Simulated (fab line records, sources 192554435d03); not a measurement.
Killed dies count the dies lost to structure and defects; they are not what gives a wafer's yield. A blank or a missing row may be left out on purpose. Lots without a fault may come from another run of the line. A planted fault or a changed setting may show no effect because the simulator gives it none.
Which tool was responsible?	flow n5_finfet	10 lots, 30 wafers sampled, at 5 steps of a route of 1938

WHAT THE GAUGES SHOWED, per wafer
N5_PASSIVATION_INSPECT_57: inspects for defects (macro). Usual: 2.0 for raw_defect_count, sd 1.3.
lot	measured	on	raw_defect_count	flag
L272	day 13 04:57	defect_inspect-02	2 0 1	
L271	day 13 00:19	defect_inspect-01	3 1 2	
L273	day 13 14:18	defect_inspect-01	0 4 4	
L276	day 13 20:19	defect_inspect-02	1 3 4	
L283	day 16 01:10	defect_inspect-01	0 2 4	
L284	day 16 15:40	defect_inspect-02	4 2 2	
L287	day 16 16:32	defect_inspect-02	4 3 3	
L290	day 17 12:32	defect_inspect-02	2 2 5	
L293	day 18 21:58	defect_inspect-01	3 2 1	
L294	day 20 14:39	defect_inspect-02	1 3 1	

TOOL THAT RAN EACH LOT (tool first, then ch and the chambers of the sampled wafers, then the start)
lot	N5_BEOL_M8_PECVD_70	N5_PASSIVATION_ETCH_54	N5_PASSIVATION_STRIP_48	N5_PASSIVATION_PROBE_49
L272	pecvd-01 ch 1,2, day 10 01:13	rie_diel-04 ch 1,2,3, day 13 01:46	rie_diel-04 ch 1,2,3, day 13 02:03	-
L271	pecvd-01 ch 0,1,2, day 10 02:34	rie_diel-04 ch 1,2,3, day 12 21:07	rie_diel-04 ch 1,2,3, day 12 21:24	-
L273	pecvd-01 ch 0,1, day 10 08:58	rie_diel-02 ch 0,1,2, day 13 11:07	rie_diel-02 ch 0,1,2, day 13 11:25	prober-02, day 13 13:56
L276	pecvd-01 ch 0,2, day 10 17:40	rie_diel-04 ch 1,2,3, day 13 17:09	rie_diel-04 ch 1,2,3, day 13 17:26	-
L283	pecvd-03 ch 0,1,2, day 13 08:49	rie_diel-04 ch 0,2,3, day 15 22:01	rie_diel-04 ch 0,2,3, day 15 22:19	-
L284	pecvd-01 ch 1,2, day 13 15:37	rie_diel-04 ch 0,1, day 16 12:32	rie_diel-04 ch 0,1, day 16 12:49	prober-01, day 16 15:25
L287	pecvd-03 ch 0,2, day 13 17:10	rie_diel-02 ch 0,2,3, day 16 13:23	rie_diel-02 ch 0,2,3, day 16 13:41	-
L290	pecvd-02 ch 0, day 14 19:37	rie_diel-04 ch 0,1,2, day 17 09:24	rie_diel-04 ch 0,1,2, day 17 09:41	-
L293	pecvd-03 ch 0,2, day 16 01:20	rie_diel-01 ch 2,3, day 18 18:50	rie_diel-01 ch 2,3, day 18 19:07	-
L294	pecvd-03 ch 0,1,2, day 17 06:42	rie_diel-02 ch 0,1,3, day 20 11:31	rie_diel-02 ch 0,1,3, day 20 11:48	-
- N5_BEOL_M8_PECVD_70: deposits SiO2 from TEOS/O2, target thk 20 nm, time 22.7 s.
- N5_PASSIVATION_ETCH_54: etches SiO2 in CHF3/O2, target depth 880 nm, time 440 s.
- N5_PASSIVATION_STRIP_48: strips in O2.
- N5_PASSIVATION_PROBE_49

AS READ BY THE TOOLS THEMSELVES (means over the sampled wafers that have a number; for cases with no such wafer, the mark the record gives instead)
N5_BEOL_M8_PECVD_70. Usual: heater_power_w 738 W, standard deviation 110; showerhead_plenum_p_Torr 8.79 Torr, standard deviation 0.03; throttle_valve_pct 22.2 %, standard deviation 0.58.
lot	tool	heater_power_w (W)	showerhead_plenum_p_Torr (Torr)	throttle_valve_pct (%)	flag
L272	pecvd-01	744	8.80	22.0	
L271	pecvd-01	703	8.77	22.2	
L273	pecvd-01	756	8.75	22.4	
L276	pecvd-01	769	8.81	21.9	
L283	pecvd-03	745	8.81	22.3	
L284	pecvd-01	660	8.78	22.4	
L287	pecvd-03	718	8.79	22.2	
L290	pecvd-02	759	8.79	21.5	
L293	pecvd-03	750	8.83	22.3	
L294	pecvd-03	783	8.79	22.4	

N5_PASSIVATION_ETCH_54. Usual: O2_flow_sccm 5.001 sccm, standard deviation 0.014; drypump_motor_current_A 5.7 A, standard deviation 0.47; oes_product_au 0.80 a.u., standard deviation 0.073; rf_vpp_V 522 V, standard deviation 9.5; showerhead_plenum_p_Torr 2.44 Torr, standard deviation 0.083; throttle_valve_pct 18.70 %, standard deviation 0.17.
lot	tool	O2_flow_sccm (sccm)	drypump_motor_current_A (A)	oes_product_au (a.u.)	rf_vpp_V (V)	showerhead_plenum_p_Torr (Torr)	throttle_valve_pct (%)	flag
L272	rie_diel-04	5.015	6.0	0.73	513	2.40	18.87	
L271	rie_diel-04	5.012	6.0	0.73	512	2.41	18.87	
L273	rie_diel-02	4.999	5.6	0.79	517	2.42	18.79	
L276	rie_diel-04	5.009	6.0	0.72	512	2.40	18.87	
L283	rie_diel-04	4.996	5.8	0.76	523	2.42	18.74	
L284	rie_diel-04	4.995	5.9	0.85	525	2.49	18.60	
L287	rie_diel-02	4.999	5.6	0.90	517	2.47	18.55	
L290	rie_diel-04	4.982	6.0	0.83	517	2.43	18.67	
L293	rie_diel-01	5.024	5.9	0.77	531	2.52	18.74	
L294	rie_diel-02	5.002	5.6	0.80	521	2.37	18.61	

N5_PASSIVATION_STRIP_48. Usual: drypump_motor_current_A 5.7 A, standard deviation 0.47; oes_product_au 0.80 a.u., standard deviation 0.079; rf_vpp_V 3.4 V, standard deviation 2.4; showerhead_plenum_p_Torr 2.12 Torr, standard deviation 0.08; throttle_valve_pct 16.56 %, standard deviation 0.16.
lot	tool	drypump_motor_current_A (A)	oes_product_au (a.u.)	rf_vpp_V (V)	showerhead_plenum_p_Torr (Torr)	throttle_valve_pct (%)	flag
L272	rie_diel-04	6.0	0.72	3.8	2.07	16.64	
L271	rie_diel-04	6.0	0.74	3.1	2.07	16.66	
L273	rie_diel-02	5.6	0.81	1.2	2.10	16.58	
L276	rie_diel-04	6.0	0.72	2.4	2.07	16.63	
L283	rie_diel-04	5.8	0.75	1.9	2.09	16.59	
L284	rie_diel-04	6.0	0.85	2.0	2.17	16.47	
L287	rie_diel-02	5.6	0.90	3.5	2.13	16.34	
L290	rie_diel-04	6.0	0.83	5.0	2.10	16.54	
L293	rie_diel-01	5.9	0.76	2.7	2.20	16.67	
L294	rie_diel-02	5.5	0.80	2.1	2.05	16.42	

N5_PASSIVATION_PROBE_49. Usual: defect_limited_yield 91.1 %, standard deviation 1.4; killed_at_M0_to_M3 32, standard deviation 9.3; killed_at_M4_up 13, standard deviation 5.8; killed_at_contacts 12, standard deviation 6.3; killed_at_front_end 44, standard deviation 12; killed_at_other 3.6, standard deviation 2.7; killed_dies 104, standard deviation 17; killed_on_rim 14, standard deviation 3.9; killed_open 69, standard deviation 13; killed_short 34, standard deviation 6.9; sort_bin_5_function 5.2 %, standard deviation 0.98; sort_bin_6_memory 3.3 %, standard deviation 0.59; sort_n_pass 1075, standard deviation 17; sort_yield_pct 91.1 %, standard deviation 1.4.
lot	tool	defect_limited_yield (%)	killed_at_M0_to_M3	killed_at_M4_up	killed_at_contacts	killed_at_front_end	killed_at_other	killed_dies	killed_on_rim	killed_open	killed_short	sort_bin_5_function (%)	sort_bin_6_memory (%)	sort_n_pass	sort_yield_pct (%)	flag
L273	prober-02	91.1	24	19	15	42	5.7	105	16	70	30	5.4	3.1	1075	91.1	
L284	prober-01	88.9	29	25	16	56	4.0	131	28	79	40	6.1	3.9	1049	88.9	OFF

THE ANSWER, worked out from the rows above alone
Rule: a lot is off if the mean of its wafers that have a number lies more than 3 standard deviations from the usual mean. Also off: a lot with no number at a reading for which 4 or more lots have one. All remaining lots with rows at the step are treated as sound. First the gauges in route order, then the tools' own readings, where a lot's mean is used as printed above. The first step at which some lot is off is used, and at that step the reading that is off furthest; a lot without a number counts as furthest.
Off: L284, at N5_PASSIVATION_PROBE_49 (killed_on_rim). Neither off nor sound, because the step has no rows for them: L272, L271, L276, L283, L287, L290, L293, L294.
A tool fits if, at that step or a process step before it, it ran every lot that is off, and no sound lot after the first of them. Can't be told from this: 3 tools fit, pecvd-01 at N5_BEOL_M8_PECVD_70, rie_diel-04 at N5_PASSIVATION_ETCH_54 and N5_PASSIVATION_STRIP_48, prober-01 at N5_PASSIVATION_PROBE_49.

WHAT THE SIMULATOR HAD INSERTED
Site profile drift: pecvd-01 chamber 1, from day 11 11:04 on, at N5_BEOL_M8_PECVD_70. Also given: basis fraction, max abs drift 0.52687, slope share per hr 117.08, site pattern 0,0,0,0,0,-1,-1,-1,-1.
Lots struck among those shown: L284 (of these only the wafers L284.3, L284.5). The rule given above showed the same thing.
